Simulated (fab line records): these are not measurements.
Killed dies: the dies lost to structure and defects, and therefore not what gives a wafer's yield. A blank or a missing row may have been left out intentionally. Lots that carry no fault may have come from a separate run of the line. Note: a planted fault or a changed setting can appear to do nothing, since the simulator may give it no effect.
Chamber matching || flow nand_harc || NHARC_P_GATE_ETCH_104 on rie_diel-07: 4 sister chambers
The step etches the open film in CF4/CHF3, target depth 60 nm. 4 wafers are shown with their chamber, then 7 later ones without.

WAFERS, EACH WITH ITS CHAMBER
{"wafer": "L232.2", "chamber": 1, "drypump_motor_current_A (A)": 5.60}
{"wafer": "L232.4", "chamber": 0, "drypump_motor_current_A (A)": 6.26}
{"wafer": "L249.2", "chamber": 2, "drypump_motor_current_A (A)": 6.03}
{"wafer": "L249.3", "chamber": 3, "drypump_motor_current_A (A)": 5.67}

WAFERS WITHOUT THEIR CHAMBER
{"wafer": "L249.6", "drypump_motor_current_A (A)": 5.70}
{"wafer": "L251.2", "drypump_motor_current_A (A)": 6.30}
{"wafer": "L251.3", "drypump_motor_current_A (A)": 6.05}
{"wafer": "L251.4", "drypump_motor_current_A (A)": 5.61}
{"wafer": "L252.1", "drypump_motor_current_A (A)": 6.05}
{"wafer": "L252.2", "drypump_motor_current_A (A)": 5.59}
{"wafer": "L252.3", "drypump_motor_current_A (A)": 6.26}

THE CHAMBER EACH PASSED THROUGH
{"wafer": "L249.6", "from the rows above": 3, "in truth": 3}
{"wafer": "L251.2", "from the rows above": 0, "in truth": 0}
{"wafer": "L251.3", "from the rows above": 2, "in truth": 2}
{"wafer": "L251.4", "from the rows above": 1, "in truth": 1}
{"wafer": "L252.1", "from the rows above": 2, "in truth": 2}
{"wafer": "L252.2", "from the rows above": 1, "in truth": 1}
{"wafer": "L252.3", "from the rows above": 0, "in truth": 0}
7 of 7 placed correctly. Left unplaced by these rows: 0. 0 placed wrongly.
How it was worked out, from the rows above alone: a wafer's distance from a chamber is the root of the sum, over the readings, of the square of ((its reading less the chamber's mean) divided by the reading's scatter). The wafer belongs to the nearest chamber; if the next one is less than 2 further off, it can't be placed. The mean given for a chamber averages the wafers shown for that chamber. The scatter: with one shown wafer a chamber, the root of the mean of the squares of how far each hidden wafer lies from its nearest shown one.
